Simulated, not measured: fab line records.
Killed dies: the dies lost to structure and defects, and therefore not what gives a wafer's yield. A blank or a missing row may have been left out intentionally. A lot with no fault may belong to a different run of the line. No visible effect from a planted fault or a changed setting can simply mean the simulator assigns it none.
What tool caused it? / flow n5 finfet / Sampling: 24 lots, 72 wafers, 2 of 1938 route steps

== WHAT EACH GAUGE READ, for each wafer ==
N5_WELL_APT_INSPECT_38: inspects for defects (darkfield). Usual: raw defect count at 14, with a standard deviation of 5.9.
lot=L074; measured=day 1 16:53; on=defect inspect-01; raw defect count=11 13 15; flag=
lot=L075; measured=day 1 23:17; on=defect inspect-02; raw defect count=10 12 25; flag=
lot=L076; measured=day 2 04:57; on=defect inspect-01; raw defect count=7 15 17; flag=
lot=L077; measured=day 2 10:48; on=defect inspect-01; raw defect count=14 20 10; flag=
lot=L078; measured=day 2 17:15; on=defect inspect-01; raw defect count=12 9 13; flag=
lot=L079; measured=day 2 23:29; on=defect inspect-02; raw defect count=6 10 13; flag=
lot=L080; measured=day 3 04:49; on=defect inspect-01; raw defect count=11 13 27; flag=
lot=L081; measured=day 3 10:59; on=defect inspect-01; raw defect count=15 25 21; flag=
lot=L082; measured=day 3 17:09; on=defect inspect-02; raw defect count=8 9 11; flag=
lot=L083; measured=day 3 23:30; on=defect inspect-02; raw defect count=18 9 11; flag=
lot=L084; measured=day 4 06:02; on=defect inspect-01; raw defect count=8 3 11; flag=
lot=L085; measured=day 4 11:11; on=defect inspect-01; raw defect count=8 13 13; flag=
lot=L086; measured=day 4 17:07; on=defect inspect-02; raw defect count=17 16 9; flag=
lot=L087; measured=day 4 23:17; on=defect inspect-02; raw defect count=8 22 15; flag=
lot=L088; measured=day 5 05:53; on=defect inspect-02; raw defect count=7 12 15; flag=
lot=L089; measured=day 5 11:35; on=defect inspect-02; raw defect count=12 11 29; flag=
lot=L090; measured=day 5 16:49; on=defect inspect-01; raw defect count=16 13 14; flag=
lot=L091; measured=day 5 23:16; on=defect inspect-01; raw defect count=15 9 5; flag=
lot=L092; measured=day 6 04:44; on=defect inspect-01; raw defect count=9 10 9; flag=
lot=L093; measured=day 6 11:32; on=defect inspect-01; raw defect count=15 21 34; flag=
lot=L094; measured=day 6 16:49; on=defect inspect-02; raw defect count=15 14 10; flag=
lot=L095; measured=day 6 22:40; on=defect inspect-01; raw defect count=14 6 7; flag=
lot=L096; measured=day 7 05:10; on=defect inspect-01; raw defect count=11 9 8; flag=
lot=L097; measured=day 7 11:00; on=defect inspect-02; raw defect count=7 13 12; flag=

== EACH LOT AND THE TOOL THAT RAN IT (in order: tool; ch and the chambers of the sampled wafers; start) ==
lot=L074; N5_WELL_APT_DESCUM_30=rie diel-01 ch 0,3, day 1 15:02
lot=L075; N5_WELL_APT_DESCUM_30=rie diel-03 ch 0,2,3, day 1 21:24
lot=L076; N5_WELL_APT_DESCUM_30=rie diel-01 ch 1,2,3, day 2 03:13
lot=L077; N5_WELL_APT_DESCUM_30=rie diel-03 ch 0,3, day 2 08:58
lot=L078; N5_WELL_APT_DESCUM_30=rie diel-03 ch 2,3, day 2 15:21
lot=L079; N5_WELL_APT_DESCUM_30=rie diel-06 ch 0,2,3, day 2 21:27
lot=L080; N5_WELL_APT_DESCUM_30=rie diel-03 ch 0,1,2, day 3 03:09
lot=L081; N5_WELL_APT_DESCUM_30=rie diel-03 ch 0,1,2, day 3 09:05
lot=L082; N5_WELL_APT_DESCUM_30=rie diel-01 ch 0,3, day 3 15:19
lot=L083; N5_WELL_APT_DESCUM_30=rie diel-03 ch 0,3, day 3 21:24
lot=L084; N5_WELL_APT_DESCUM_30=rie diel-01 ch 0,1,3, day 4 04:08
lot=L085; N5_WELL_APT_DESCUM_30=rie diel-01 ch 0,2, day 4 09:29
lot=L086; N5_WELL_APT_DESCUM_30=rie diel-06 ch 0,1,3, day 4 15:00
lot=L087; N5_WELL_APT_DESCUM_30=rie diel-01 ch 0,1,3, day 4 21:13
lot=L088; N5_WELL_APT_DESCUM_30=rie diel-03 ch 0,1, day 5 04:07
lot=L089; N5_WELL_APT_DESCUM_30=rie diel-01 ch 0,2,3, day 5 09:44
lot=L090; N5_WELL_APT_DESCUM_30=rie diel-03 ch 0,3, day 5 15:09
lot=L091; N5_WELL_APT_DESCUM_30=rie diel-06 ch 1,2,3, day 5 21:08
lot=L092; N5_WELL_APT_DESCUM_30=rie diel-06 ch 0,2, day 6 02:53
lot=L093; N5_WELL_APT_DESCUM_30=rie diel-01 ch 2,3, day 6 09:34
lot=L094; N5_WELL_APT_DESCUM_30=rie diel-01 ch 0,2, day 6 15:09
lot=L095; N5_WELL_APT_DESCUM_30=rie diel-06 ch 1,2,3, day 6 21:02
lot=L096; N5_WELL_APT_DESCUM_30=rie diel-03 ch 0,1, day 7 03:17
lot=L097; N5_WELL_APT_DESCUM_30=rie diel-06 ch 0,2,3, day 7 09:05
- N5_WELL_APT_DESCUM_30: chemistry O2, time 7.9 s.

== WHAT THE TOOLS THEMSELVES READ (means of the sampled wafers that have a number; where no wafer has one, the mark that the record gives instead) ==
N5_WELL_APT_DESCUM_30. Usual: drypump motor current A 5.8 A, standard deviation 0.45; oes product au 0.76 a.u., standard deviation 0.088; rf vpp V 243.7 V, standard deviation 1.1; showerhead plenum p Torr 2.12 Torr, standard deviation 0.053; throttle valve pct 20.50 %, standard deviation 0.26.
lot=L074; tool=rie diel-01; drypump motor current A (A)=6.3; oes product au (a.u.)=0.74; rf vpp V (V)=244.0; showerhead plenum p Torr (Torr)=2.15; throttle valve pct (%)=20.62; flag=
lot=L075; tool=rie diel-03; drypump motor current A (A)=5.7; oes product au (a.u.)=0.72; rf vpp V (V)=244.2; showerhead plenum p Torr (Torr)=2.13; throttle valve pct (%)=20.61; flag=
lot=L076; tool=rie diel-01; drypump motor current A (A)=5.7; oes product au (a.u.)=0.81; rf vpp V (V)=243.2; showerhead plenum p Torr (Torr)=2.10; throttle valve pct (%)=20.31; flag=
lot=L077; tool=rie diel-03; drypump motor current A (A)=5.8; oes product au (a.u.)=0.71; rf vpp V (V)=244.4; showerhead plenum p Torr (Torr)=2.13; throttle valve pct (%)=20.65; flag=
lot=L078; tool=rie diel-03; drypump motor current A (A)=5.6; oes product au (a.u.)=0.71; rf vpp V (V)=242.3; showerhead plenum p Torr (Torr)=2.10; throttle valve pct (%)=20.45; flag=
lot=L079; tool=rie diel-06; drypump motor current A (A)=5.4; oes product au (a.u.)=0.78; rf vpp V (V)=244.3; showerhead plenum p Torr (Torr)=2.14; throttle valve pct (%)=20.49; flag=
lot=L080; tool=rie diel-03; drypump motor current A (A)=5.7; oes product au (a.u.)=0.69; rf vpp V (V)=243.9; showerhead plenum p Torr (Torr)=2.12; throttle valve pct (%)=20.73; flag=
lot=L081; tool=rie diel-03; drypump motor current A (A)=5.8; oes product au (a.u.)=0.69; rf vpp V (V)=243.4; showerhead plenum p Torr (Torr)=2.12; throttle valve pct (%)=20.74; flag=
lot=L082; tool=rie diel-01; drypump motor current A (A)=6.3; oes product au (a.u.)=0.72; rf vpp V (V)=243.5; showerhead plenum p Torr (Torr)=2.14; throttle valve pct (%)=20.65; flag=
lot=L083; tool=rie diel-03; drypump motor current A (A)=5.8; oes product au (a.u.)=0.71; rf vpp V (V)=242.1; showerhead plenum p Torr (Torr)=2.09; throttle valve pct (%)=20.49; flag=
lot=L084; tool=rie diel-01; drypump motor current A (A)=6.2; oes product au (a.u.)=0.78; rf vpp V (V)=243.4; showerhead plenum p Torr (Torr)=2.12; throttle valve pct (%)=20.38; flag=
lot=L085; tool=rie diel-01; drypump motor current A (A)=5.8; oes product au (a.u.)=0.71; rf vpp V (V)=244.1; showerhead plenum p Torr (Torr)=2.10; throttle valve pct (%)=20.59; flag=
lot=L086; tool=rie diel-06; drypump motor current A (A)=5.6; oes product au (a.u.)=0.86; rf vpp V (V)=244.7; showerhead plenum p Torr (Torr)=2.17; throttle valve pct (%)=20.39; flag=
lot=L087; tool=rie diel-01; drypump motor current A (A)=6.2; oes product au (a.u.)=0.78; rf vpp V (V)=244.0; showerhead plenum p Torr (Torr)=2.12; throttle valve pct (%)=20.40; flag=
lot=L088; tool=rie diel-03; drypump motor current A (A)=6.0; oes product au (a.u.)=0.85; rf vpp V (V)=243.8; showerhead plenum p Torr (Torr)=2.08; throttle valve pct (%)=20.51; flag=
lot=L089; tool=rie diel-01; drypump motor current A (A)=5.8; oes product au (a.u.)=0.71; rf vpp V (V)=243.8; showerhead plenum p Torr (Torr)=2.10; throttle valve pct (%)=20.62; flag=
lot=L090; tool=rie diel-03; drypump motor current A (A)=5.8; oes product au (a.u.)=0.69; rf vpp V (V)=243.4; showerhead plenum p Torr (Torr)=2.12; throttle valve pct (%)=20.70; flag=
lot=L091; tool=rie diel-06; drypump motor current A (A)=5.7; oes product au (a.u.)=0.80; rf vpp V (V)=243.9; showerhead plenum p Torr (Torr)=2.16; throttle valve pct (%)=20.55; flag=
lot=L092; tool=rie diel-06; drypump motor current A (A)=5.4; oes product au (a.u.)=0.73; rf vpp V (V)=245.1; showerhead plenum p Torr (Torr)=2.16; throttle valve pct (%)=20.54; flag=
lot=L093; tool=rie diel-01; drypump motor current A (A)=5.4; oes product au (a.u.)=0.72; rf vpp V (V)=243.3; showerhead plenum p Torr (Torr)=2.07; throttle valve pct (%)=20.57; flag=
lot=L094; tool=rie diel-01; drypump motor current A (A)=6.2; oes product au (a.u.)=0.69; rf vpp V (V)=243.7; showerhead plenum p Torr (Torr)=2.13; throttle valve pct (%)=20.69; flag=
lot=L095; tool=rie diel-06; drypump motor current A (A)=5.8; oes product au (a.u.)=0.79; rf vpp V (V)=244.0; showerhead plenum p Torr (Torr)=2.16; throttle valve pct (%)=20.57; flag=
lot=L096; tool=rie diel-03; drypump motor current A (A)=5.9; oes product au (a.u.)=0.95; rf vpp V (V)=242.1; showerhead plenum p Torr (Torr)=2.11; throttle valve pct (%)=20.42; flag=
lot=L097; tool=rie diel-06; drypump motor current A (A)=5.5; oes product au (a.u.)=0.75; rf vpp V (V)=244.3; showerhead plenum p Torr (Torr)=2.13; throttle valve pct (%)=20.57; flag=

== THE ANSWER, worked out from the rows above alone ==
Rule: a lot counts as off when the mean over its wafers that have a number is more than 3 standard deviations away from the usual mean. Also off: a lot with no number at a reading for which 4 or more lots have one. The other lots that the step has rows for count as sound. Order of review: gauges by route order, followed by the tools' own readings, for which a lot's mean as printed above is used. The first step at which some lot is off is used, and at that step the reading that is off furthest; a lot without a number counts as furthest.
None of the lots is off at any reading shown; this tells nothing.

== WHAT THE SIMULATOR HAD PUT IN ==
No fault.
